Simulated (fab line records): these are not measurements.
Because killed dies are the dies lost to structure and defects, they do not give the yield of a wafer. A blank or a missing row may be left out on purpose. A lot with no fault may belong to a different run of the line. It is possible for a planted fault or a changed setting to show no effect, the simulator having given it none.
Matching of chambers	flow n5_finfet	rie_diel-06 running N5_BEOL_M1_STRIP_36: 4 sister chambers
The step strips in N2/H2. 4 wafers are shown with their chamber, then 11 later ones without.

## WAFERS WITH THEIR CHAMBER
wafer	chamber	drypump_motor_current_A (A)
L080.2	1	5.2
L082.5	3	5.8
L084.5	0	6.2
L086.1	2	6.6

## WAFERS WHOSE CHAMBER IS MISSING
wafer	drypump_motor_current_A (A)
L086.4	6.2
L086.5	6.2
L087.4	5.2
L087.5	6.6
L087.6	5.8
L089.3	6.6
L089.4	5.8
L089.6	5.8
L095.1	6.3
L095.3	5.8
L095.6	6.3

## WHICH CHAMBER EACH WENT THROUGH
wafer	from the rows above	in truth
L086.4	0	0
L086.5	0	0
L087.4	1	1
L087.5	2	2
L087.6	3	3
L089.3	2	2
L089.4	3	3
L089.6	3	3
L095.1	0	0
L095.3	3	3
L095.6	0	0
Correct placement for 11 of the 11. Left unplaced by these rows: 0. 0 placed wrongly.
How it was worked out, from the rows above alone: a wafer's distance from a chamber is the root of the sum, over the readings, of the square of ((its reading less the chamber's mean) divided by the reading's scatter). If the next closest chamber is less than 2 further off than the closest, the wafer can't be placed; otherwise it belongs to the closest. The mean given for a chamber averages the wafers shown for that chamber. The scatter: root of mean squared gap, hidden wafer to nearest shown wafer, with one shown wafer a chamber.
